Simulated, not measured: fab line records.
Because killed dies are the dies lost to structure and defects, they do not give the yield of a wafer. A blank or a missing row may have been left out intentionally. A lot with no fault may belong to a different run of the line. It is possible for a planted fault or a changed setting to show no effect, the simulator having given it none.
fab line records ; flow n5Finfet ; part 2 of 2: steps 17 to 30 of 30
record: lots: 5; wafers: 15; lastDay: 17
route steps=1938 shown GATE_CUT@498 MOL_CONTACT_COAG@517
lots that met no fault: from a run of the same line without faults
startH: hours from the record's opening day to when the first of the lot's shown wafers began ; waitH: time in hours since the lot's previous step ; " as in the row above ; L1.1+2: several wafers, shown together as one row ; - no value, or no start given ; * or withheld: withheld ; < > ~ a bound
route shown NAME@n: NAME is a module with steps in the file, n the number in the route of the first one ; usual: mean and standard deviation over wafers with no fault ; same: alike in all rows ; chamber/n: place in a boat ; sites: the reading at each site ; _std_site: their standard deviation ; _edge_site: outer sites' mean less inner sites' ; radiusMm: for every site, how far away it sits from the centre of the wafer ; mask NAME#n: copy n ; behind: the tool/chamber that last shaped the wafer ; hold: why the lot was held/for how many hours/how that ended ; device: whichever transistor did not switch (one of n, p or np) ; end of line: the route-end tests of the same wafers ; a step with no rows: only its recipe ; killed: dies that structure and defects cost at the first sort, which is not the same as the wafer's yield ; map: a wafer's dies, x killed, . not, _ none there
set.NAME: setting as actually run; set.NAME@STEP: the setting as run at that earlier step ; model.NAME: the simulator's own value behind a step, which no gauge read
lots at some steps of the route; a table a step, a row a wafer
services: when a tool's chamber went out of use (startH, in hours from the record's first day, below 0 if earlier), for how many hours, and the reason
== steps ==
step: N5_GATE_CUT_CMP_61
recipe: stopOn: SiNx; tOverpolishS: 3; postCmpClean: alkalineBrush; downForcePsi: 4; platenRpm: 27.09; padVelocityMS: 0.539
usual: headPressurePsi: 4.001/0.0087; motorCurrentA: 12.2/1; slurryFilterDpKPa: 13.48/0.14
lot.wafer;tool;chamber;startH;waitH;headPressurePsi;motorCurrentA;slurryFilterDpKPa
L075.1;cmp-01;2;90.81;0.4;4.006;12.2;13.57
L075.2;cmp-01;0;90.81;0.4;4.020;11.5;13.67
L075.5;cmp-01;2;90.81;0.4;4.004;11.4;13.52
L080.1;cmp-03;0;123.48;0.3;4.015;13.5;13.44
L080.2;cmp-03;1;123.48;0.3;3.997;12.5;13.57
L080.5;cmp-03;2;123.48;0.3;3.999;11.4;13.43
L091.1;cmp-01;0;195.21;0.3;4.012;10.6;13.57
L091.4;cmp-01;1;195.21;0.3;4.001;10.9;13.21
L091.3;cmp-01;2;195.21;0.3;3.988;11.9;13.41
L094.2;cmp-02;1;206.98;0.3;4.002;13.6;13.23
L094.3;cmp-02;2;206.98;0.3;3.999;11.7;13.37
L094.6;cmp-02;0;206.98;0.3;4.013;11.7;13.45
L096.1;cmp-02;1;223.88;0.4;3.999;13.3;13.37
L096.2;cmp-02;2;223.88;0.4;3.984;11.7;13.33
L096.5;cmp-02;2;223.88;0.4;3.983;11.4;13.36
step: N5_GATE_CUT_INSPECT_26
recipe: inspectInstrument: darkfield; mode: postCmp
usual: rawDefectCount: 38/19
lot.wafer;tool;chamber;startH;waitH;rawDefectCount
L075.1;defectInspect-01;-;91.04;0.0;35
L075.2;defectInspect-01;-;91.04;0.0;39
L075.5;defectInspect-01;-;91.04;0.0;33
L080.1;defectInspect-01;-;123.65;0.0;46
L080.2;defectInspect-01;-;123.65;0.0;47
L080.5;defectInspect-01;-;123.65;0.0;107
L091.1;defectInspect-01;-;195.41;0.0;21
L091.3;defectInspect-01;-;195.41;0.0;13
L091.4;defectInspect-01;-;195.41;0.0;51
L094.2;defectInspect-01;-;207.15;0.0;45
L094.3;defectInspect-01;-;207.15;0.0;40
L094.6;defectInspect-01;-;207.15;0.0;29
L096.1;defectInspect-01;-;224.11;0.0;36
L096.2;defectInspect-01;-;224.11;0.0;25
L096.5;defectInspect-01;-;224.11;0.0;21
step: N5_MOL_CONTACT_COAG_COAT_103
recipe: resist: SOC; tempC: 250; timeS: 60; spinRpm: 1500; resistThkNm: 80
lot.wafer;tool;chamber;startH;waitH
L075.1+2+5;lithoTrack-02;0;91.08;0.0
L080.1+2+5;lithoTrack-03;0;123.69;0.0
L091.1+3+4;lithoTrack-05;0;195.45;0.0
L094.2+3+6;lithoTrack-03;0;207.18;0.0
L096.1+2+5;lithoTrack-02;0;224.14;0.0
step: N5_MOL_CONTACT_COAG_COAT_104
recipe: resist: SiARC; tempC: 220; timeS: 60; spinRpm: 1500; resistThkNm: 12
lot.wafer;tool;chamber;startH;waitH
L075.1+2+5;lithoTrack-02;0;-;-
L080.1+2+5;lithoTrack-03;0;-;-
L091.1+3+4;lithoTrack-05;0;-;-
L094.2+3+6;lithoTrack-03;0;-;-
L096.1+2+5;lithoTrack-02;0;-;-
step: N5_MOL_CONTACT_COAG_COAT_58
recipe: resist: underlayer; tempC: 205; timeS: 60; spinRpm: 1500; resistThkNm: 10
lot.wafer;tool;chamber;startH;waitH
L075.1+2+5;lithoTrack-02;0;-;-
L080.1+2+5;lithoTrack-03;0;-;-
L091.1+3+4;lithoTrack-05;0;-;-
L094.2+3+6;lithoTrack-03;0;-;-
L096.1+2+5;lithoTrack-02;0;-;-
step: N5_MOL_CONTACT_COAG_COAT_02
recipe: resist: CAR-EUV; spinRpm: 1500; resistThkNm: 30
lot.wafer;tool;chamber;startH;waitH
L075.1+2+5;lithoTrack-02;0;-;-
L080.1+2+5;lithoTrack-03;0;-;-
L091.1+3+4;lithoTrack-05;0;-;-
L094.2+3+6;lithoTrack-03;0;-;-
L096.1+2+5;lithoTrack-02;0;-;-
step: N5_MOL_CONTACT_COAG_EBR_04
recipe: solvent: PGMEA; ebrWidthMm: 1.5
lot.wafer;tool;chamber;startH;waitH
L075.1+2+5;lithoTrack-02;0;-;-
L080.1+2+5;lithoTrack-03;0;-;-
L091.1+3+4;lithoTrack-05;0;-;-
L094.2+3+6;lithoTrack-03;0;-;-
L096.1+2+5;lithoTrack-02;0;-;-
step: N5_MOL_CONTACT_COAG_SOFTBAKE_03
recipe: tempC: 110; timeS: 60; resist: CAR-EUV
lot.wafer;tool;chamber;startH;waitH
L075.1+2+5;lithoTrack-02;0;-;-
L080.1+2+5;lithoTrack-03;0;-;-
L091.1+3+4;lithoTrack-05;0;-;-
L094.2+3+6;lithoTrack-03;0;-;-
L096.1+2+5;lithoTrack-02;0;-;-
step: N5_MOL_CONTACT_COAG_EXPOSE_05
recipe: maskId: CA; na: 0.33; sourceShape: annular; sigmaInner: 0.4; sigmaOuter: 0.8; polarization: unpolarized; defocusNm: 0; doseMj: 38.25
lot.wafer;tool;chamber;startH;waitH;mask
L075.1+2+5;euvScanner-01;0;91.21;-;CA#0
L080.1+2+5;euvScanner-02;0;123.95;-;CA#0
L091.1+3+4;euvScanner-01;0;195.71;-;CA#0
L094.2+3+6;euvScanner-02;0;207.45;-;CA#0
L096.1+2+5;euvScanner-01;0;224.45;-;CA#0
step: N5_MOL_CONTACT_COAG_PEB_06
recipe: pebTempC: 100; pebTimeS: 60; resist: CAR-EUV
same: pebTimeS: 60
lot.wafer;tool;chamber;startH;waitH
L075.1+2+5;lithoTrack-03;0;91.27;0.1
L080.1+2+5;lithoTrack-05;0;124.01;0.1
L091.1+3+4;lithoTrack-03;0;195.77;0.1
L094.2+3+6;lithoTrack-03;0;207.50;0.0
L096.1+2+5;lithoTrack-02;0;224.51;0.1
step: N5_MOL_CONTACT_COAG_DEVELOP_07
recipe: developTimeS: 30; developer: TMAH; resist: CAR-EUV; rinseLiquid: surfactantRinse; dry: airSpin; devTempC: 23
lot.wafer;tool;chamber;startH;waitH
L075.1+2+5;lithoTrack-03;0;-;-
L080.1+2+5;lithoTrack-05;0;-;-
L091.1+3+4;lithoTrack-03;0;-;-
L094.2+3+6;lithoTrack-03;0;-;-
L096.1+2+5;lithoTrack-02;0;-;-
step: N5_MOL_CONTACT_COAG_CD_MEAS_08
recipe: targetCdNm: 28; landingEnergyEv: 500; detector: seInlens; polarity: opening
usual: cdNm: 27.88/0.28
lot.wafer;tool;chamber;startH;waitH;cdNm
L075.1;cdSem-01;0;91.34;-;28.15
L075.2;cdSem-01;0;91.34;-;27.69
L075.5;cdSem-01;0;91.34;-;28.06
L080.1;cdSem-03;0;124.08;-;28.15
L080.2;cdSem-03;0;124.08;-;27.62
L080.5;cdSem-03;0;124.08;-;28.07
L091.1;cdSem-03;0;195.84;-;27.67
L091.3;cdSem-03;0;195.84;-;27.46
L091.4;cdSem-03;0;195.84;-;27.27
L094.2;cdSem-03;0;207.57;-;28.19
L094.3;cdSem-03;0;207.57;-;27.86
L094.6;cdSem-03;0;207.57;-;27.69
L096.1;cdSem-02;0;224.58;-;27.75
L096.2;cdSem-02;0;224.58;-;28.20
L096.5;cdSem-02;0;224.58;-;27.69
step: N5_MOL_CONTACT_COAG_OVL_MEAS_09
recipe: pointsPerWafer: 522
usual: CA_OVL: 0.2/0.67
lot.wafer;tool;chamber;startH;waitH;CA_OVL[nm]
L075.1;overlay-01;0;91.37;0.0;-0.1
L075.2;overlay-01;0;91.37;0.0;0.4
L075.5;overlay-01;0;91.37;0.0;-0.2
L080.1;overlay-01;0;124.11;0.0;0.5
L080.2;overlay-01;0;124.11;0.0;1.5
L080.5;overlay-01;0;124.11;0.0;0.3
L091.1;overlay-02;0;195.87;0.0;-1.5
L091.3;overlay-02;0;195.87;0.0;-0.6
L091.4;overlay-02;0;195.87;0.0;0.2
L094.2;overlay-02;0;207.61;0.0;1.7
L094.3;overlay-02;0;207.61;0.0;0.2
L094.6;overlay-02;0;207.61;0.0;1.4
L096.1;overlay-02;0;224.61;0.0;0.8
L096.2;overlay-02;0;224.61;0.0;0.7
L096.5;overlay-02;0;224.61;0.0;-0.4
step: N5_MOL_CONTACT_COAG_INSPECT_10
recipe: mode: adi; inspectInstrument: brightfield
usual: rawDefectCount: 71/30
lot.wafer;tool;chamber;startH;waitH;rawDefectCount
L075.1;defectInspect-01;-;91.43;0.1;64
L075.2;defectInspect-01;-;91.43;0.1;78
L075.5;defectInspect-01;-;91.43;0.1;48
L080.1;defectInspect-01;-;124.17;0.1;87
L080.2;defectInspect-01;-;124.17;0.1;80
L080.5;defectInspect-01;-;124.17;0.1;191
L091.1;defectInspect-01;-;195.93;0.1;44
L091.3;defectInspect-01;-;195.93;0.1;29
L091.4;defectInspect-01;-;195.93;0.1;89
L094.2;defectInspect-01;-;207.66;0.0;76
L094.3;defectInspect-01;-;207.66;0.0;56
L094.6;defectInspect-01;-;207.66;0.0;49
L096.1;defectInspect-02;-;224.67;0.1;114
L096.2;defectInspect-02;-;224.67;0.1;53
L096.5;defectInspect-02;-;224.67;0.1;77
== services ==
tool;chamber;startH;hours;kind
cmp-03;-;66.27;10.2;pm
euvScanner-02;-;71.28;1.0;pm
euvScanner-02;-;76.71;12.0;pm
cmp-03;-;78.14;0.2;repair
rieDiel-04;0;90.90;7.5;repair
cmp-03;-;99.29;1.0;repair
euvScanner-01;-;104.93;1.0;pm
cmp-03;-;112.91;4.7;repair
rieMetal-01;-;117.70;2.8;pm
plasmaAsher-02;-;134.65;0.7;repair
aldSin-01;0;155.73;9.2;repair
aldSin-01;1;159.89;16.0;repair
euvScanner-01;-;161.08;1.0;pm
euvScanner-01;-;169.90;0.5;repair
euvScanner-01;-;176.57;0.7;repair
aldSin-01;-;176.75;14.0;pm
cmp-01;-;179.60;0.8;repair
cmp-02;-;184.75;2.0;repair
rieDiel-01;1;186.61;6.5;repair
cmp-02;-;197.05;4.4;repair
cmp-01;-;197.94;6.9;pm
euvScanner-01;-;206.15;12.0;pm
rieDiel-01;1;218.33;2.2;repair
cmp-03;-;220.94;0.8;repair
